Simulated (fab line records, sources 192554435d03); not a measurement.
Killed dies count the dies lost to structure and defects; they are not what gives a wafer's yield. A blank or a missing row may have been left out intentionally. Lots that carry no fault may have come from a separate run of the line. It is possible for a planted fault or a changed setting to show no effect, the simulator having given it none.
fab line records | flow n5-finfet
record: lots: 9 | wafers: 26 | last-day: 17
route steps=1938 shown FIN_SAQP@94 BEOL_M4@1111
lots that met no fault: from a run of the same line without faults
start-h: start of the lot's first displayed wafer, in hours after the record's first day | wait-h: hours from the lot's prior step to this one | " same as the row above | L1.1+2: a row that stands for several wafers | - either no value or no given start | * or withheld: withheld | < > ~ a bound
route shown NAME@n: NAME is a module with steps in the file, n the number in the route of the first one | usual: average and standard deviation across the fault-free wafers | same: alike in all rows | chamber/n: place in a boat | sites: per-site readings | _std_site: standard deviation of those values | _edge_site: mean of outer sites minus mean of inner sites | radius-mm: for every site, how far away it sits from the centre of the wafer | mask NAME#n: copy n | behind: the tool/chamber that last shaped the wafer | hold: why the lot went on hold/how many hours it stayed there/how the hold came to an end | device: names the non-switching transistor (n, p or np) | end of line: tests run on the same wafers once the route is complete | a step given without rows: its recipe and nothing more | killed: not the wafer's yield, but the dies lost to structure and defects at the first sort | map: per-die view of a wafer (x killed, . not killed, _ where there is no die)
set.NAME: the setting that was run; set.NAME@STEP: the one run at that earlier step | model.NAME: the simulator's own value behind a step, which no gauge read
a sample of lots followed through the steps of the route, with each step as a table and each wafer as a row
services: from which hour (start-h, from the record's first day; less than 0 if before it) a tool's chamber was out of use, for how many hours, and why
== steps ==
step: N5_FIN_SAQP_ALD_61
recipe: material: SiO2 | target-thk-a: 40 | temp-c: 300 | ald-precursor-family: BDEAS | ald-co-reactant: O2-plasma | pulse-time-s: 1 | purge-time-s: 2 | co-reactant-purge-time-s: 2 | ald-cycles: 43 | pressure-torr: 2
usual: heater-power-w: 463/71 | precursor-pulse-height-rel: 0.998/0.019
lot.wafer | tool       | chamber | start-h | wait-h | heater-power-w | precursor-pulse-height-rel
L704.1    | ald-sin-04 | 3       | 22.18   | 1.1    | 432            | 1.004
L704.4    | "          | 1       | "       | "      | 388            | 1.000
L704.6    | "          | 2       | "       | "      | 395            | 1.016
L706.1    | ald-sin-01 | 1       | 33.28   | 0.1    | 380            | 0.985
L706.3    | "          | 2       | "       | "      | 550            | 0.984
L706.5    | "          | 0       | "       | "      | 434            | 0.973
L709.1    | ald-sin-01 | 1       | 50.53   | 0.0    | 383            | 1.007
L709.2    | "          | 2       | "       | "      | 556            | 1.007
L709.4    | "          | 0       | "       | "      | 442            | 0.995
L710.2    | ald-sin-03 | 0       | 56.51   | 0.1    | 401            | 1.000
L710.5    | "          | 0       | "       | "      | 406            | 1.019
L718.3    | ald-sin-01 | 2       | 104.82  | 0.0    | 555            | 0.992
L718.4    | "          | 1       | "       | "      | 390            | 0.999
L718.6    | "          | 1       | "       | "      | 379            | 0.990
L720.2    | ald-sin-01 | 1       | 116.55  | 0.0    | 386            | 0.993
L720.5    | "          | 0       | "       | "      | 451            | 1.016
L720.6    | "          | 1       | "       | "      | 373            | 0.971
L721.1    | ald-sin-01 | 0       | 122.96  | 0.0    | 425            | 0.971
L721.4    | "          | 1       | "       | "      | 395            | 0.960
L721.5    | "          | 1       | "       | "      | 380            | 0.983
L723.1    | ald-sin-03 | 0       | 135.14  | 0.0    | 373            | 0.977
L723.3    | "          | 1       | "       | "      | 632            | 1.000
L723.4    | "          | 2       | "       | "      | 559            | 1.022
L724.2    | ald-sin-03 | 3       | 140.75  | 0.0    | 499            | 0.995
L724.3    | "          | 0       | "       | "      | 380            | 1.012
L724.6    | "          | 0       | "       | "      | 374            | 0.965
step: N5_FIN_SAQP_INSPECT_18
recipe: mode: adi | inspect-instrument: brightfield
usual: raw-defect-count: 393/100
lot.wafer | tool              | chamber | start-h | wait-h | raw-defect-count
L704.1    | defect-inspect-01 | -       | 23.44   | 0.0    | 301
L704.4    | "                 | -       | "       | "      | 332
L704.6    | "                 | -       | "       | "      | 463
L706.1    | defect-inspect-02 | -       | 34.54   | 0.0    | 279
L706.3    | "                 | -       | "       | "      | 387
L706.5    | "                 | -       | "       | "      | 321
L709.1    | defect-inspect-02 | -       | 51.85   | 0.0    | 510
L709.2    | "                 | -       | "       | "      | 486
L709.4    | "                 | -       | "       | "      | 607
L710.2    | defect-inspect-01 | -       | 57.96   | 0.0    | 294
L710.5    | "                 | -       | "       | "      | 354
L718.3    | defect-inspect-02 | -       | 105.99  | 0.0    | 329
L718.4    | "                 | -       | "       | "      | 476
L718.6    | "                 | -       | "       | "      | 350
L720.2    | defect-inspect-02 | -       | 117.83  | 0.0    | 346
L720.5    | "                 | -       | "       | "      | 405
L720.6    | "                 | -       | "       | "      | 444
L721.1    | defect-inspect-02 | -       | 124.31  | 0.0    | 327
L721.4    | "                 | -       | "       | "      | 539
L721.5    | "                 | -       | "       | "      | 238
L723.1    | defect-inspect-02 | -       | 136.44  | 0.0    | 240
L723.3    | "                 | -       | "       | "      | 212
L723.4    | "                 | -       | "       | "      | 306
L724.2    | defect-inspect-02 | -       | 142.03  | 0.0    | 481
L724.3    | "                 | -       | "       | "      | 362
L724.6    | "                 | -       | "       | "      | 287
step: N5_FIN_SAQP_ETCH_51
recipe: chemistry: CF4 | target: SiARC | target-depth-a: 455 | mask-material: CAR-ArF | time-s: 75.8 | ion-energy-ev: 80 | pressure-mtorr: 40 | source-w: 545 | bias-w: 36 | Ar_flow_sccm: 100 | cf4-flow-sccm: 100 | ends: cleared
usual: cf4-flow-sccm: 100.0/0.32 | drypump-motor-current-A: 5.6/0.49 | etch-rf-on-time-s: 74.9/2.1 | oes-product-au: 0.68/0.087 | rf-vpp-V: 184.3/1.2 | showerhead-plenum-p-Torr: 2.15/0.072 | throttle-valve-pct: 15.66/0.24
lot.wafer | tool        | chamber | start-h | wait-h | cf4-flow-sccm | drypump-motor-current-A | etch-rf-on-time-s | oes-product-au | rf-hours-counter-h | rf-vpp-V | showerhead-plenum-p-Torr | throttle-valve-pct
L704.1    | rie-diel-01 | 0       | 23.51   | 0.0    | 100.1         | 4.7                     | 74.8              | 0.66           | 149                | 185.6    | 2.13                     | 15.45
L704.4    | "           | 1       | "       | "      | 99.7          | 5.0                     | 74.7              | 0.67           | -                  | 182.6    | 2.07                     | 15.87
L704.6    | "           | 0       | "       | "      | 99.4          | 4.7                     | 76.0              | 0.65           | -                  | 184.4    | 2.13                     | 15.45
L706.1    | rie-diel-01 | 1       | 34.80   | 0.0    | 99.9          | 5.0                     | 75.7              | 0.66           | 119                | 183.6    | 2.07                     | 15.88
L706.3    | "           | 2       | "       | "      | 100.1         | 6.2                     | 75.7              | 0.61           | 204                | 186.2    | 2.21                     | 15.82
L706.5    | "           | 2       | "       | "      | 100.4         | 6.2                     | 50.3              | 0.78           | -                  | 186.8    | 2.21                     | 15.81
L709.1    | rie-diel-01 | 1       | 51.92   | 0.0    | 99.9          | 5.0                     | 76.4              | 0.66           | 127                | 183.9    | 2.06                     | 15.89
L709.2    | "           | 0       | "       | "      | 100.1         | 4.7                     | 77.9              | 0.65           | 151                | 184.3    | 2.13                     | 15.45
L709.4    | "           | 2       | "       | "      | 100.4         | 6.2                     | 50.8              | 0.78           | 213                | 185.4    | 2.21                     | 15.85
L710.2    | rie-diel-01 | 2       | 58.27   | 0.0    | 99.7          | 6.2                     | 76.5              | 0.60           | 214                | 183.5    | 2.21                     | 15.86
L710.5    | "           | 0       | "       | "      | 99.9          | 4.7                     | 50.9              | 0.83           | -                  | 184.8    | 2.13                     | 15.46
L718.3    | rie-diel-02 | 1       | 106.06  | 0.0    | 100.2         | 6.3                     | 76.2              | 0.68           | 122                | 183.1    | 2.08                     | 15.42
L718.4    | "           | 0       | "       | "      | 99.7          | 5.5                     | 74.2              | 0.82           | -                  | 187.7    | 2.29                     | 15.45
L718.6    | "           | 3       | "       | "      | 100.1         | 6.1                     | 76.8              | 0.59           | -                  | 184.0    | 2.12                     | 15.93
L720.2    | rie-diel-06 | 0       | 117.90  | 0.0    | 100.3         | 5.7                     | 71.8              | 0.77           | 35                 | 183.2    | 2.27                     | 15.33
L720.5    | "           | 2       | "       | "      | 100.3         | 5.5                     | 73.9              | 0.62           | -                  | 183.9    | 2.20                     | 15.96
L720.6    | "           | 0       | "       | "      | 100.4         | 5.7                     | 72.4              | 0.77           | -                  | 185.9    | 2.27                     | 15.34
L721.1    | rie-diel-01 | 2       | 124.38  | 0.0    | 99.6          | 6.2                     | 75.9              | 0.59           | 241                | 184.9    | 2.20                     | 15.89
L721.4    | "           | 1       | "       | "      | 99.7          | 5.0                     | 75.8              | 0.64           | 157                | 183.0    | 2.05                     | 15.94
L721.5    | "           | 2       | "       | "      | 99.5          | 6.2                     | 76.2              | 0.59           | -                  | 184.4    | 2.20                     | 15.91
L723.1    | rie-diel-01 | 1       | 136.51  | 0.0    | 99.9          | 5.0                     | 76.7              | 0.64           | 161                | 184.9    | 2.05                     | 15.96
L723.3    | "           | 3       | "       | "      | 100.0         | 5.4                     | 76.9              | 0.78           | 22                 | 183.9    | 2.10                     | 15.35
L723.4    | "           | 2       | "       | "      | 99.4          | 6.2                     | 76.2              | 0.59           | 246                | 184.6    | 2.20                     | 15.88
L724.2    | rie-diel-06 | 2       | 142.12  | 0.0    | 99.8          | 5.6                     | 73.5              | 0.62           | 198                | 183.9    | 2.20                     | 15.98
L724.3    | "           | 0       | "       | "      | 99.5          | 5.7                     | 70.6              | 0.76           | 45                 | 184.2    | 2.27                     | 15.36
L724.6    | "           | 2       | "       | "      | 100.0         | 5.6                     | 73.0              | 0.62           | -                  | 186.3    | 2.20                     | 15.98
step: N5_FIN_SAQP_ETCH_52
recipe: chemistry: N2/H2 | target: SOC | target-depth-a: 1000 | overetch-a: 200 | mask-material: SiARC | temp-c: 40 | time-s: 150 | ion-energy-ev: 200 | pressure-mtorr: 30 | source-w: 840 | bias-w: 150 | n2-flow-sccm: 200 | h2-flow-sccm: 200 | ends: end-point
usual: drypump-motor-current-A: 5.6/0.49 | oes-product-au: 0.71/0.083 | rf-vpp-V: 524.1/2.6 | showerhead-plenum-p-Torr: 2.55/0.089 | throttle-valve-pct: 17.91/0.28
lot.wafer | tool        | chamber | start-h | wait-h | drypump-motor-current-A | oes-product-au | rf-hours-counter-h | rf-vpp-V | showerhead-plenum-p-Torr | throttle-valve-pct
L704.1    | rie-diel-01 | 0       | 23.57   | 0.0    | 4.7                     | 0.69           | 149                | 523.8    | 2.55                     | 17.69
L704.4    | "           | 1       | "       | "      | 5.1                     | 0.70           | -                  | 522.8    | 2.47                     | 18.31
L704.6    | "           | 0       | "       | "      | 4.7                     | 0.69           | -                  | 523.1    | 2.55                     | 17.69
L706.1    | rie-diel-01 | 1       | 34.85   | 0.0    | 5.0                     | 0.70           | 119                | 522.2    | 2.47                     | 18.30
L706.3    | "           | 2       | "       | "      | 6.2                     | 0.64           | 204                | 526.6    | 2.62                     | 17.97
L706.5    | "           | 2       | "       | "      | 6.2                     | 0.64           | -                  | 525.6    | 2.62                     | 17.96
L709.1    | rie-diel-01 | 1       | 51.98   | 0.0    | 5.0                     | 0.69           | 127                | 520.8    | 2.47                     | 18.33
L709.2    | "           | 0       | "       | "      | 4.7                     | 0.69           | 151                | 523.2    | 2.55                     | 17.71
L709.4    | "           | 2       | "       | "      | 6.2                     | 0.64           | 213                | 526.0    | 2.61                     | 17.97
L710.2    | rie-diel-01 | 2       | 58.33   | 0.0    | 6.2                     | 0.63           | 214                | 526.4    | 2.61                     | 17.99
L710.5    | "           | 0       | "       | "      | 4.7                     | 0.69           | -                  | 524.4    | 2.55                     | 17.70
L718.3    | rie-diel-02 | 1       | 106.11  | 0.0    | 6.3                     | 0.71           | 122                | 522.2    | 2.46                     | 17.58
L718.4    | "           | 0       | "       | "      | 5.5                     | 0.85           | -                  | 527.9    | 2.72                     | 17.74
L718.6    | "           | 3       | "       | "      | 6.1                     | 0.63           | -                  | 523.5    | 2.49                     | 17.97
L720.2    | rie-diel-06 | 0       | 117.96  | 0.0    | 5.7                     | 0.78           | 35                 | 527.0    | 2.70                     | 17.55
L720.5    | "           | 2       | "       | "      | 5.5                     | 0.65           | -                  | 527.7    | 2.64                     | 18.34
L720.6    | "           | 0       | "       | "      | 5.7                     | 0.78           | -                  | 529.0    | 2.70                     | 17.54
L721.1    | rie-diel-01 | 2       | 124.44  | 0.0    | 6.2                     | 0.62           | 241                | 526.2    | 2.60                     | 18.03
L721.4    | "           | 1       | "       | "      | 5.0                     | 0.67           | 157                | 520.3    | 2.45                     | 18.36
L721.5    | "           | 2       | "       | "      | 6.2                     | 0.62           | -                  | 523.8    | 2.60                     | 18.03
L723.1    | rie-diel-01 | 1       | 136.56  | 0.0    | 5.0                     | 0.67           | 161                | 520.1    | 2.45                     | 18.39
L723.3    | "           | 3       | "       | "      | 5.4                     | 0.82           | 22                 | 521.9    | 2.47                     | 17.58
L723.4    | "           | 2       | "       | "      | 6.2                     | 0.62           | 246                | 525.2    | 2.60                     | 18.04
L724.2    | rie-diel-06 | 2       | 142.17  | 0.0    | 5.6                     | 0.64           | 198                | 526.0    | 2.63                     | 18.34
L724.3    | "           | 0       | "       | "      | 5.7                     | 0.77           | 45                 | 527.9    | 2.70                     | 17.57
L724.6    | "           | 2       | "       | "      | 5.6                     | 0.64           | -                  | 527.3    | 2.63                     | 18.35
step: N5_BEOL_M4_RC_MEAS_101
usual: DIBL_N: 36.8/1.5 | DIBL_P: 37.1/2.1 | IOFF_N: 0.168/0.03 | IOFF_P: 0.22/0.034 | ION_N: 679/12 | ION_P: 466/8 | SS_N: 71.7/0.58 | SS_P: 73.5/0.67 | VT_N: 248.8/2.7 | VT_P: -250/3.3
lot.wafer | tool      | chamber | start-h | wait-h | DIBL_N[mV/V] | DIBL_P[mV/V] | IOFF_N[nA/um] | IOFF_P[nA/um] | ION_N[uA/um] | ION_P[uA/um] | SS_N[mV/dec] | SS_P[mV/dec] | VT_N[mV] | VT_P[mV]
L704.1    | prober-02 | 0       | 156.19  | 0.0    | 38.6         | 39.9         | 0.204         | 0.24          | 683          | 463          | 73.2         | 74.1         | 247.3    | -249
L704.4    | "         | 0       | "       | "      | 34.9         | 35.0         | 0.135         | 0.17          | 662          | 455          | 71.3         | 73.5         | 250.8    | -256
L704.6    | "         | 0       | "       | "      | 38.5         | 39.9         | 0.213         | 0.25          | 679          | 466          | 71.6         | 74.3         | 244.0    | -247
L706.1    | prober-01 | 0       | 181.48  | 0.0    | 37.0         | 36.1         | 0.146         | 0.19          | 678          | 461          | 71.5         | 73.5         | 249.8    | -253
L706.3    | "         | 0       | "       | "      | 36.9         | 36.0         | 0.146         | 0.20          | 675          | 462          | 70.6         | 72.9         | 247.4    | -249
L706.5    | "         | 0       | "       | "      | 37.1         | 36.1         | 0.148         | 0.20          | 672          | 461          | 70.9         | 73.4         | 248.0    | -250
L709.1    | prober-01 | 0       | 185.76  | 0.0    | 37.7         | 38.3         | 0.187         | 0.26          | 678          | 467          | 72.6         | 74.2         | 247.7    | -246
L709.2    | "         | 0       | "       | "      | 39.2         | 37.7         | 0.213         | 0.24          | 680          | 460          | 72.9         | 73.9         | 248.0    | -247
L709.4    | "         | 0       | "       | "      | 34.7         | 33.1         | 0.126         | 0.17          | 667          | 458          | 71.5         | 73.1         | 252.7    | -252
L710.2    | prober-01 | 0       | 198.07  | 0.2    | 35.4         | 37.0         | 0.167         | 0.22          | 671          | 469          | 71.3         | 74.0         | 247.2    | -249
L710.5    | "         | 0       | "       | "      | 35.6         | 37.2         | 0.183         | 0.22          | 684          | 470          | 71.2         | 73.4         | 244.9    | -247
L718.3    | prober-02 | 0       | 246.82  | 0.3    | 41.2         | 40.8         | 0.240         | 0.32          | 677          | 468          | 72.2         | 76.2         | 245.5    | -248
L718.4    | "         | 0       | "       | "      | 36.5         | 34.4         | 0.138         | 0.21          | 662          | 464          | 71.1         | 73.5         | 253.0    | -251
L718.6    | "         | 0       | "       | "      | 35.5         | 32.9         | 0.124         | 0.18          | 657          | 455          | 71.1         | 72.4         | 253.3    | -249
L720.2    | prober-01 | 0       | 262.98  | 0.2    | 37.2         | 37.4         | 0.178         | 0.23          | 690          | 467          | 71.8         | 72.4         | 245.2    | -249
L720.5    | "         | 0       | "       | "      | 38.1         | 38.0         | 0.182         | 0.25          | 689          | 470          | 71.6         | 73.9         | 247.6    | -247
L720.6    | "         | 0       | "       | "      | 35.6         | 35.5         | 0.146         | 0.20          | 683          | 468          | 70.7         | 72.7         | 251.3    | -249
L721.1    | prober-01 | 0       | 269.38  | 0.0    | 35.7         | 36.8         | 0.139         | 0.22          | 681          | 472          | 71.1         | 73.4         | 252.4    | -251
L721.4    | "         | 0       | "       | "      | 33.8         | 33.9         | 0.118         | 0.17          | 674          | 468          | 70.9         | 72.4         | 253.6    | -252
L721.5    | "         | 0       | "       | "      | 37.9         | 39.5         | 0.169         | 0.27          | 676          | 471          | 71.7         | 73.9         | 244.6    | -246
L723.1    | prober-01 | 0       | 275.70  | 0.0    | 36.0         | 37.5         | 0.143         | 0.21          | 670          | 462          | 72.4         | 74.4         | 250.8    | -251
L723.3    | "         | 0       | "       | "      | 36.6         | 37.5         | 0.163         | 0.20          | 677          | 460          | 72.0         | 73.6         | 247.4    | -251
L723.4    | "         | 0       | "       | "      | 33.2         | 33.1         | 0.102         | 0.15          | 651          | 451          | 71.3         | 72.1         | 255.1    | -254
L724.2    | prober-02 | 0       | 294.62  | 0.2    | 38.9         | 37.8         | 0.177         | 0.19          | 678          | 460          | 72.3         | 73.9         | 247.2    | -256
L724.3    | "         | 0       | "       | "      | 36.8         | 35.5         | 0.135         | 0.17          | 675          | 459          | 70.8         | 73.3         | 254.0    | -256
L724.6    | "         | 0       | "       | "      | 38.6         | 36.7         | 0.174         | 0.18          | 683          | 462          | 72.4         | 73.7         | 249.3    | -257
== services ==
tool        | chamber | start-h | hours | kind
rie-diel-01 | 0       | -1.76   | 6.4   | repair
rie-diel-06 | 0       | 2.53    | -     | clean
rie-diel-06 | 0       | 2.53    | -     | consumable-replace:focus-ring
ald-sin-01  | 3       | 3.83    | -     | calibration
ald-sin-01  | 3       | 4.57    | 21.4  | repair
ald-sin-01  | 0       | 7.75    | -     | clean
ald-sin-01  | 1       | 7.75    | -     | clean
ald-sin-01  | 2       | 7.75    | -     | clean
ald-sin-03  | 0       | 9.27    | 5.2   | repair
rie-diel-01 | 2       | 20.42   | 10.9  | repair
rie-diel-01 | 0       | 24.21   | 21.6  | repair
rie-diel-06 | 1       | 34.50   | 8.1   | repair
rie-diel-01 | 1       | 38.11   | 1.3   | repair
rie-diel-06 | 1       | 44.87   | 4.8   | repair
rie-diel-01 | 3       | 59.97   | 1.7   | repair
rie-diel-01 | 3       | 61.78   | -     | clean
rie-diel-01 | 3       | 61.78   | -     | consumable-replace:focus-ring
rie-diel-01 | 3       | 61.78   | 14.4  | scheduled-down
rie-diel-01 | 3       | 61.78   | 14.4  | vent-cycle
rie-diel-02 | -       | 72.54   | 11.6  | repair
ald-sin-03  | -       | 85.32   | 14.0  | pm
rie-diel-02 | 2       | 96.77   | 1.5   | repair
ald-sin-04  | -       | 115.62  | 1.8   | repair
rie-diel-01 | 3       | 130.35  | 4.5   | repair
== key ==
first-sign: step: N5_FIN_SAQP_ETCH_51 | reading: etch-rf-on-time-s | direction: down | sigmas: 12 | usual: * | struck: *
effect none on later readings
met-at N5_FIN_SAQP_ETCH_51
struck-lots L706,L709,L710
struck-wafers L706.5,L709.4,L710.5
not-acting-at N5_FIN_SAQP_ALD_61,N5_FIN_SAQP_INSPECT_18,N5_FIN_SAQP_ETCH_52
onset-between 23.51 34.80
fault: kind: process-parameter-drift | tool: rie-diel-01 | chamber: - | onset-h: 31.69 | steps: N5_FIN_SAQP_ETCH_51 | channel: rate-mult | offset: 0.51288 | shape: step | end-h: 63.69 | scope: struck-wafers-only
